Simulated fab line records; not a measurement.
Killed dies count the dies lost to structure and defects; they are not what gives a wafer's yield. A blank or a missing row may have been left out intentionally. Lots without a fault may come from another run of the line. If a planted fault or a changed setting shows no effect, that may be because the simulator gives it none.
fab line records	flow n5_finfet
record lots=6	wafers=17	last_day=18
route steps=1938 shown STI_FIN_REVEAL@186 BEOL_M4@1111 PASSIVATION@1936
lots that met no fault: from a run of the same line without faults
start_h: the number of hours between the record's first day and the start of the first shown wafer of the lot	wait_h: time in hours since the lot's previous step	" unchanged from the row above	L1.1+2: a row that stands for several wafers	- either no value or no given start	* or withheld: withheld	< > ~ a bound
route shown NAME@n: NAME is a module with steps in the file, n the number in the route of the first one	usual: mean and standard deviation over wafers with no fault	same: alike in all rows	chamber/n: place in a boat	sites: readings site by site	_std_site: their standard deviation	_edge_site: outer sites' mean less inner sites'	radius_mm: how far each site lies from the wafer's centre	mask NAME#n: copy n	behind: the most recent tool/chamber to have shaped the wafer	hold: what put the lot on hold/how long, in hours/how the hold closed	device: the n, p or np transistor that did not switch	end of line: the route-end tests of the same wafers	a step given without rows: its recipe and nothing more	killed: dies that structure and defects cost at the first sort, which is not the same as the wafer's yield	map: dies across one wafer; x = killed, . = not, _ = none there
set.NAME: setting as actually run; set.NAME@STEP: the setting as run at that earlier step	model.NAME: the simulator's own value behind a step, which no gauge read
lots at some steps of the route; a table a step, a row a wafer
services: when a tool's chamber went out of use (start_h, in hours from the record's first day, below 0 if earlier), for how many hours, and the reason
## steps
# step N5_STI_FIN_REVEAL_DENSIFY_02
# recipe temp_c=650	ambient=steam	time_s=1800	idle_temp_c=400	densification_p_h2o_torr=640
# step N5_STI_FIN_REVEAL_CMP_04
# recipe stop_on=Si3N4	t_overpolish_s=4	down_force_psi=2	platen_rpm=54.18	post_cmp_clean=alkaline_brush	pad_velocity_m_s=1.078	target_thk_nm=131.83
# usual motor_current_A=7.9/0.69	overpolish_run_s=4.001/0.0096	time_to_endpoint_s=104/5.7
lot.wafer	tool	chamber	start_h	wait_h	motor_current_A	overpolish_run_s	time_to_endpoint_s
L136.1	cmp-03	3	40.48	0.0	7.7	3.997	113
L136.3	"	2	"	"	8.2	4.001	114
L136.6	"	0	"	"	7.1	4.007	118
L138.2	cmp-04	2	51.79	0.1	7.7	4.002	94
L138.3	"	3	"	"	7.4	3.998	96
L138.5	"	2	"	"	7.5	4.004	94
L143.4	cmp-02	2	83.08	0.2	7.3	4.013	105
L143.3	"	1	"	"	7.4	4.002	107
L143.5	"	3	"	"	8.8	4.010	102
L145.2	cmp-02	3	94.41	0.1	8.6	3.991	106
L145.5	"	2	"	"	7.9	4.005	104
L151.2	cmp-03	2	129.14	0.0	8.2	3.995	101
L151.4	"	0	"	"	7.3	4.005	104
L151.6	"	2	"	"	8.4	3.988	105
L158.2	cmp-04	0	171.18	0.0	7.7	3.976	112
L158.3	"	3	"	"	7.3	3.991	105
L158.6	"	0	"	"	7.7	4.002	111
# step N5_STI_FIN_REVEAL_THK_MEAS_05
# usual thk_nm=131.9/1.3
lot.wafer	tool	chamber	start_h	wait_h	thk_nm
L136.1	film_metro-01	-	40.77	-	130.1
L136.3	"	-	"	"	132.4
L136.6	"	-	"	"	131.0
L138.2	film_metro-01	-	52.09	-	129.9
L138.3	"	-	"	"	131.8
L138.5	"	-	"	"	130.5
L143.3	film_metro-01	-	83.37	-	133.0
L143.4	"	-	"	"	131.7
L143.5	"	-	"	"	131.3
L145.2	film_metro-01	-	94.64	-	132.3
L145.5	"	-	"	"	132.1
L151.2	film_metro-01	-	129.44	-	132.9
L151.4	"	-	"	"	132.8
L151.6	"	-	"	"	133.1
L158.2	film_metro-02	-	171.48	-	131.2
L158.3	"	-	"	"	132.6
L158.6	"	-	"	"	131.3
# step N5_STI_FIN_REVEAL_DENSIFY_30
# recipe temp_c=*	time_s=*	ambient=N2	idle_temp_c=600	ramp_up_c_per_s=150	ramp_down_c_per_s=60	cool_to_c=600
# step N5_STI_FIN_REVEAL_ETCHBACK_08
# recipe chemistry=C4F6/O2	target=SiO2	target_depth_a=305	time_s=10.167	ion_energy_ev=250	pressure_mtorr=30	source_w=345	bias_w=185	Ar_flow_sccm=300	C4F6_flow_sccm=10	O2_flow_sccm=10
# usual drypump_motor_current_A=5.6/0.45	oes_product_au=0.78/0.066	rf_vpp_V=663/13	showerhead_plenum_p_Torr=2.89/0.082	throttle_valve_pct=21.08/0.18
lot.wafer	tool	chamber	start_h	wait_h	drypump_motor_current_A	oes_product_au	rf_hours_counter_h	rf_vpp_V	showerhead_plenum_p_Torr	throttle_valve_pct
L136.1	rie_diel-01	1	41.36	0.3	5.1	0.73	184	662	2.96	21.13
L136.3	"	2	"	"	4.8	0.78	127	681	2.75	21.21
L136.6	"	2	"	"	4.8	0.77	-	681	2.75	21.20
L138.2	rie_diel-03	3	52.39	0.2	5.9	0.69	205	644	2.94	21.14
L138.3	"	1	"	"	5.4	0.80	98	673	2.86	20.75
L138.5	"	2	"	"	5.2	0.82	-	661	2.86	20.92
L143.3	rie_diel-03	0	83.72	0.1	5.3	0.83	72	659	3.00	20.85
L143.4	"	2	"	"	5.2	0.79	134	661	2.85	20.94
L143.5	"	2	"	"	5.2	0.80	-	661	2.85	20.92
L145.2	rie_diel-04	2	95.12	0.2	6.0	0.72	208	680	2.83	21.01
L145.5	"	1	"	"	6.0	0.90	-	678	2.93	21.38
L151.2	rie_diel-03	0	129.82	0.2	5.4	0.83	88	657	2.99	20.90
L151.4	"	2	"	"	5.2	0.78	150	660	2.85	20.97
L151.6	"	3	"	"	5.9	0.68	-	643	2.93	21.17
L158.2	rie_diel-01	3	171.89	0.2	6.2	0.84	41	647	3.03	21.08
L158.3	"	0	"	"	5.8	0.75	157	648	2.84	21.05
L158.6	"	3	"	"	6.2	0.85	-	647	3.03	21.10
# step N5_STI_FIN_REVEAL_STRIP_24
# recipe chemistry=N2/H2	time_s=90	power_w=100	temp_c=40	pressure_mtorr=100	rf_frequency_hz=6e+07	bias_power_w=3	n2_flow_sccm=300	h2_flow_sccm=300
# usual drypump_motor_current_A=5.6/0.45	oes_product_au=0.78/0.065	rf_vpp_V=45.4/0.88	showerhead_plenum_p_Torr=3.42/0.089	throttle_valve_pct=12.12/0.19
lot.wafer	tool	chamber	start_h	wait_h	drypump_motor_current_A	oes_product_au	rf_hours_counter_h	rf_vpp_V	showerhead_plenum_p_Torr	throttle_valve_pct
L136.1	rie_diel-01	1	41.40	0.0	5.1	0.73	184	45.6	3.51	12.20
L136.3	"	2	"	"	4.8	0.77	127	45.3	3.27	12.24
L136.6	"	2	"	"	4.8	0.77	-	44.0	3.27	12.25
L138.2	rie_diel-03	3	52.42	0.0	5.9	0.70	205	46.2	3.49	12.32
L138.3	"	1	"	"	5.4	0.80	98	47.0	3.42	11.95
L138.5	"	2	"	"	5.2	0.81	-	45.9	3.37	11.93
L143.3	rie_diel-03	0	83.76	0.0	5.3	0.84	72	45.3	3.54	11.83
L143.4	"	2	"	"	5.2	0.80	134	44.1	3.37	11.97
L143.5	"	2	"	"	5.2	0.79	-	45.0	3.37	11.97
L145.2	rie_diel-04	2	95.16	0.0	6.1	0.72	208	45.1	3.34	12.12
L145.5	"	1	"	"	6.0	0.91	-	44.7	3.46	12.07
L151.2	rie_diel-03	0	129.86	0.0	5.3	0.81	88	46.6	3.53	11.86
L151.4	"	2	"	"	5.2	0.78	150	45.8	3.36	12.01
L151.6	"	3	"	"	5.9	0.68	-	45.8	3.47	12.39
L158.2	rie_diel-01	3	171.93	0.0	6.2	0.83	41	45.3	3.56	11.86
L158.3	"	0	"	"	5.8	0.77	157	45.1	3.36	12.12
L158.6	"	3	"	"	6.2	0.84	-	47.1	3.56	11.87
# step N5_STI_FIN_REVEAL_PRECLEAN_25
# recipe chemistry=SPM	time_s=90	temp_c=120	mix=4:1
# step N5_STI_FIN_REVEAL_PRECLEAN_26
# recipe chemistry=SC1	time_s=45	temp_c=46	mix=1:2:100
# step N5_STI_FIN_REVEAL_PRECLEAN_29
# recipe chemistry=DHF	time_s=30	temp_c=25	dilution=300:1
# step N5_STI_FIN_REVEAL_SRD_12
# recipe time_s=30	temp_c=23	rinse_liquid=diw	dry=ipa_marangoni
# step N5_STI_FIN_REVEAL_RECESS_09
# recipe chemistry=HF/NH3	target=SiO2	afs_cycles=11	target_depth_a=425	temp_c=30	sublimation_temp_c=180	sublimation_time_s=60
# step N5_STI_FIN_REVEAL_STRIP_16
# recipe chemistry=H3PO4	material=SiNx	temp_c=165	target_depth_a=238	overetch_fraction=0.4964	dry=ipa_marangoni
# step N5_STI_FIN_REVEAL_PRECLEAN_17
# recipe chemistry=NF3:NH3	afs_cycles=1	temp_c=30	time_s=20	sublimation_temp_c=180	sublimation_time_s=60	pressure_torr=3	rf_power_w=30
# usual time_s=20/0
# same sublimation_time_s=60
lot.wafer	tool	chamber	start_h	wait_h	time_s
L136.1	remote_plasma-02	1	43.54	0.0	20
L136.3	"	1	"	"	20
L136.6	"	1	"	"	20
L138.2	remote_plasma-02	0	54.56	0.1	20
L138.3	"	0	"	"	20
L138.5	"	0	"	"	20
L143.3	remote_plasma-02	0	85.99	0.1	11.423
L143.4	"	0	"	"	20
L143.5	"	0	"	"	11.423
L145.2	remote_plasma-02	0	97.60	0.1	20
L145.5	"	0	"	"	11.423
L151.2	remote_plasma-01	0	131.99	0.1	20
L151.4	"	0	"	"	20
L151.6	"	0	"	"	20
L158.2	remote_plasma-02	1	174.07	0.1	20
L158.3	"	1	"	"	20
L158.6	"	1	"	"	20
# step N5_STI_FIN_REVEAL_ETCH_34
# recipe chemistry=H2	mode=isotropic	material=Si	target=Si	target_depth_a=9.7	temp_c=20	pressure_mtorr=4.5	icp_w=300	bias_w=0	h2_flow_sccm=7.5	he_flow_sccm=142.5
# usual drypump_motor_current_A=6.1/0.56	oes_product_au=1.006/0.012	throttle_valve_pct=25.7/0.37
lot.wafer	tool	chamber	start_h	wait_h	drypump_motor_current_A	oes_product_au	rf_hours_counter_h	throttle_valve_pct
L136.1	rie_si-02	2	43.75	0.2	6.7	0.998	106	25.1
L136.3	"	1	"	"	6.8	0.998	53	26.2
L136.6	"	2	"	"	6.7	0.998	-	25.2
L138.2	rie_si-01	1	54.73	0.1	5.8	0.990	51	25.6
L138.3	"	3	"	"	6.3	1.005	42	25.4
L138.5	"	0	"	"	6.3	1.002	-	26.1
L143.3	rie_si-02	1	86.13	0.1	6.8	1.005	54	26.2
L143.4	"	0	"	"	6.4	1.007	53	26.2
L143.5	"	0	"	"	6.4	1.011	-	26.2
L145.2	rie_si-02	0	97.77	0.1	6.4	1.017	53	26.2
L145.5	"	2	"	"	6.7	0.989	-	25.2
L151.2	rie_si-02	1	132.16	0.1	6.8	0.994	54	26.2
L151.4	"	3	"	"	5.9	1.006	90	25.6
L151.6	"	2	"	"	6.7	1.007	-	25.2
L158.2	rie_si-01	3	174.24	0.1	6.3	0.998	44	25.4
L158.3	"	2	"	"	5.4	1.009	6	25.5
L158.6	"	1	"	"	5.8	0.987	-	25.6
# step N5_STI_FIN_REVEAL_OXIDATION_31
# recipe chemistry=O2_PLASMA_REMOTE	temp_c=150	time_s=20	pressure_mtorr=1000	source_power_w=2000	o2_flow_sccm=3000
# usual drypump_motor_current_A=5.9/0.69	heater_power_w=149/8.4
lot.wafer	tool	chamber	start_h	wait_h	drypump_motor_current_A	heater_power_w	rf_hours_counter_h
L136.1	plasma_asher-01	0	43.81	0.0	6.1	143	77
L136.3	"	1	"	"	4.9	152	-
L136.6	"	1	"	"	4.9	145	-
L138.2	plasma_asher-02	1	54.79	0.0	5.7	163	31
L138.3	"	1	"	"	5.7	166	-
L138.5	"	0	"	"	6.8	141	-
L143.3	plasma_asher-01	1	86.21	0.1	4.9	143	-
L143.4	"	0	"	"	6.2	143	-
L143.5	"	1	"	"	4.9	147	-
L145.2	plasma_asher-01	1	97.83	0.0	4.9	146	88
L145.5	"	1	"	"	4.8	147	-
L151.2	plasma_asher-02	1	132.22	0.0	5.7	165	45
L151.4	"	1	"	"	5.7	164	-
L151.6	"	1	"	"	5.7	165	-
L158.2	plasma_asher-01	0	174.30	0.0	6.1	142	104
L158.3	"	1	"	"	4.9	143	-
L158.6	"	1	"	"	4.9	139	-
# step N5_STI_FIN_REVEAL_PRECLEAN_32
# recipe chemistry=NF3:NH3	afs_cycles=1	temp_c=30	time_s=20	sublimation_temp_c=180	sublimation_time_s=60	pressure_torr=3	rf_power_w=30
# step N5_STI_FIN_REVEAL_STRIP_35
# recipe chemistry=H3PO4	material=Si3N4	temp_c=165	target_depth_a=40	time_s=39
# step N5_STI_FIN_REVEAL_SRD_21
# recipe dry=ipa_marangoni	time_s=30	temp_c=23	rinse_liquid=diw
# step N5_STI_FIN_REVEAL_OXIDATION_33
# recipe chemistry=O2_PLASMA_REMOTE	temp_c=150	time_s=20	pressure_mtorr=1000	source_power_w=2000	o2_flow_sccm=3000
# step N5_STI_FIN_REVEAL_CLEAN_19
# recipe chemistry=O3/DIW	temp_c=25	time_s=120	o3_ppm=10
# step N5_STI_FIN_REVEAL_SRD_23
# recipe dry=ipa_marangoni	time_s=30	temp_c=23	rinse_liquid=diw
# step N5_STI_FIN_REVEAL_CD_MEAS_22
# recipe target_cd_nm=6.238	pitch_nm=28	polarity=line
# usual cd_nm=6.29/0.26
lot.wafer	tool	chamber	start_h	wait_h	cd_nm
L136.1	cd_sem-03	-	44.32	0.0	6.51
L136.3	"	-	"	"	6.62
L136.6	"	-	"	"	6.20
L138.2	cd_sem-01	-	55.31	0.0	6.85
L138.3	"	-	"	"	6.39
L138.5	"	-	"	"	6.40
L143.3	cd_sem-02	-	86.71	0.0	6.36
L143.4	"	-	"	"	6.55
L143.5	"	-	"	"	6.46
L145.2	cd_sem-03	-	98.41	0.0	6.62
L145.5	"	-	"	"	6.22
L151.2	cd_sem-01	-	132.74	0.0	6.30
L151.4	"	-	"	"	6.25
L151.6	"	-	"	"	5.96
L158.2	cd_sem-02	-	174.82	0.0	5.87
L158.3	"	-	"	"	6.13
L158.6	"	-	"	"	6.24
# step N5_STI_FIN_REVEAL_FIN_H_MEAS_10
# usual trench_depth_nm=51.8/0.61
lot.wafer	tool	chamber	start_h	wait_h	trench_depth_nm
L136.1	ocd-01	-	44.35	0.0	52.1
L136.3	"	-	"	"	52.3
L136.6	"	-	"	"	52.5
L138.2	ocd-02	-	55.34	0.0	50.9
L138.3	"	-	"	"	50.4
L138.5	"	-	"	"	51.2
L143.3	ocd-02	-	86.74	0.0	49.1
L143.4	"	-	"	"	50.8
L143.5	"	-	"	"	50.2
L145.2	ocd-02	-	98.44	0.0	53.3
L145.5	"	-	"	"	51.6
L151.2	ocd-02	-	132.77	0.0	51.7
L151.4	"	-	"	"	52.1
L151.6	"	-	"	"	51.5
L158.2	ocd-02	-	174.85	0.0	51.5
L158.3	"	-	"	"	51.2
L158.6	"	-	"	"	51.6
# step N5_STI_FIN_REVEAL_PRECLEAN_18
# recipe chemistry=SC2	time_s=45	temp_c=35	mix=1:1:50
# step N5_BEOL_M4_RC_MEAS_101
# usual DIBL_N=36.2/1.7	DIBL_P=36.2/2.2	IOFF_N=0.16/0.035	IOFF_P=0.21/0.042	ION_N=673/13	ION_P=462/7.9	SS_N=71.4/0.59	SS_P=73.2/0.7	VT_N=250/3.6	VT_P=-251/3.5
lot.wafer	tool	chamber	start_h	wait_h	DIBL_N[mV/V]	DIBL_P[mV/V]	IOFF_N[nA/um]	IOFF_P[nA/um]	ION_N[uA/um]	ION_P[uA/um]	SS_N[mV/dec]	SS_P[mV/dec]	VT_N[mV]	VT_P[mV]
L136.1	prober-01	0	167.06	0.0	37.0	38.0	0.16	0.21	678	460	72.1	73.3	249	-251
L136.3	"	0	"	"	36.5	37.9	0.16	0.22	684	464	71.8	73.3	245	-250
L136.6	"	0	"	"	37.1	38.4	0.18	0.22	682	462	71.1	72.3	248	-251
L138.2	prober-02	0	175.38	0.2	35.7	38.2	0.20	0.28	691	470	71.4	74.0	244	-242
L138.3	"	0	"	"	35.8	37.6	0.19	0.26	680	466	71.3	73.5	248	-243
L138.5	"	0	"	"	36.6	38.1	0.21	0.26	701	472	72.2	74.1	245	-246
L143.3	prober-01	0	219.16	0.3	37.8	35.2	0.17	0.23	649	455	71.7	72.6	250	-246
L143.4	"	0	"	"	36.7	34.9	0.16	0.22	678	463	71.9	72.7	251	-249
L143.5	"	0	"	"	41.4	39.6	0.27	0.30	676	463	72.8	73.7	248	-245
L145.2	prober-01	0	237.76	0.2	40.1	40.2	0.23	0.26	680	464	72.5	73.4	244	-252
L145.5	"	0	"	"	39.4	40.0	0.23	0.27	673	455	72.2	73.9	247	-251
L151.2	prober-02	0	253.81	0.2	35.4	34.4	0.12	0.17	670	456	71.5	72.6	252	-253
L151.4	"	0	"	"	37.2	36.9	0.15	0.20	677	460	71.5	73.8	253	-253
L151.6	"	0	"	"	34.5	33.1	0.11	0.15	645	444	71.3	72.0	257	-255
L158.2	prober-01	0	305.94	0.2	34.3	34.9	0.13	0.15	668	447	70.6	72.8	256	-258
L158.3	"	0	"	"	37.6	38.2	0.20	0.19	685	456	72.2	74.1	248	-254
L158.6	"	0	"	"	36.9	38.7	0.19	0.20	686	454	72.1	73.7	247	-256
# step N5_PASSIVATION_PROBE_49
# usual defect_limited_yield=91.4/1.4	killed_at_M0_to_M3=31/10	killed_at_M4_up=14/5.6	killed_at_contacts=13/6.3	killed_at_front_end=39/10	killed_at_other=4/3.1	killed_dies=101/16	killed_open=65/13	killed_short=34/7.2	sort_bin_5_function=5.1/0.88	sort_bin_6_memory=3.2/0.66	sort_n_pass=1079/16	sort_yield_pct=91.4/1.4
# same gross_dies=1180	killed_at_back_side=0	sort_bin_4_leakage[%]=0	sort_bin_8_speed[%]=0
lot.wafer	tool	chamber	start_h	wait_h	defect_limited_yield[%]	killed_at_M0_to_M3	killed_at_M4_up	killed_at_contacts	killed_at_front_end	killed_at_other	killed_dies	killed_open	killed_short	sort_bin_5_function[%]	sort_bin_6_memory[%]	sort_n_pass	sort_yield_pct[%]
L151.2	prober-02	-	362.04	0.1	92.8	21	7	12	42	3	85	46	34	4.3	2.5	1095	92.8
L151.4	prober-02	-	362.14	0.2	93.6	22	8	17	25	3	75	53	20	3.7	2.4	1105	93.6
L151.6	prober-02	-	362.24	0.3	92.3	16	7	26	36	6	91	56	32	5.1	2.4	1089	92.3
# killed by level:class
L151.2 FIN_SAQP:geometric_particle:short=13 MOL_CONTACT_COAG:geometric_particle:open=11 GATE_CUT:geometric_particle:short=8 FIN_SAQP:geometric_particle:open=5 BEOL_M0:geometric_particle:open=5 BEOL_M0_SAQP:geometric_particle:open=4 BEOL_M0_SAQP:geometric_particle:short=4 ILD0:geometric_particle:short=3
L151.4 MOL_CONTACT_COAG:geometric_particle:open=14 BEOL_M0:geometric_particle:open=7 BEOL_M0_SAQP:geometric_particle:short=6 BEOL_M2:geometric_particle:open=6 FIN_SAQP:geometric_particle:short=4 BEOL_M4:geometric_particle:open=4 STI_FIN_REVEAL:geometric_particle:open=3 DUMMY_GATE:geometric_particle:open=3
L151.6 MOL_CONTACT_COAG:geometric_particle:open=23 FIN_SAQP:geometric_particle:short=9 BEOL_M4:geometric_particle:open=5 GATE_CUT:geometric_particle:short=4 STARTING-WAFER:geometric_particle:open=4 FIN_SAQP:geometric_particle:open=3 STI_FIN_REVEAL:geometric_particle:short=3 STI_FIN_REVEAL:geometric_particle:open=3
## services
tool	chamber	start_h	hours	kind
cmp-03	-	21.87	1.6	repair
remote_plasma-02	-	28.88	1.1	repair
cmp-04	-	32.82	3.9	repair
rie_diel-01	3	43.78	-	clean
rie_diel-01	3	43.78	-	consumable_replace:focus_ring
rie_diel-01	3	43.78	-	consumable_replace:showerhead
rie_diel-01	3	43.78	15.0	scheduled_down
cmp-02	-	46.30	7.5	pm
cmp-03	-	49.92	2.8	repair
rie_diel-01	0	51.63	3.6	repair
cmp-03	-	62.01	4.0	pm
rie_si-01	2	65.39	1.7	repair
rie_si-01	-	71.67	2.8	pm
cmp-04	-	82.49	5.3	pm
cmp-04	-	88.90	2.5	repair
cmp-02	-	98.90	5.3	pm
rie_diel-01	0	112.49	8.4	repair
rie_si-01	2	127.83	8.9	repair
cmp-03	-	134.93	0.7	repair
plasma_asher-01	-	145.89	2.8	pm
rie_si-02	2	148.44	4.2	repair
remote_plasma-01	-	149.74	0.2	repair
rie_diel-03	-	150.21	4.3	pm
rie_diel-04	1	161.52	5.3	repair
## key
first_sign step=N5_STI_FIN_REVEAL_PRECLEAN_17	reading=time_s	direction=down	sigmas=99+	usual=*	struck=*
effect step=N5_STI_FIN_REVEAL_FIN_H_MEAS_10	reading=trench_depth_nm	direction=down	sigmas=2.5	usual=51.8	struck=50.3
met_at N5_STI_FIN_REVEAL_PRECLEAN_17
struck_wafers L143.3,L143.5,L145.5
onset_between 54.56 85.99
fault kind=process_parameter_drift	tool=remote_plasma-02	chamber=-	onset_h=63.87	steps=N5_STI_FIN_REVEAL_PRECLEAN_17	channel=time_s	offset=*	shape=step	end_h=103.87	scope=struck_wafers_only	acts_in=*	stated=*
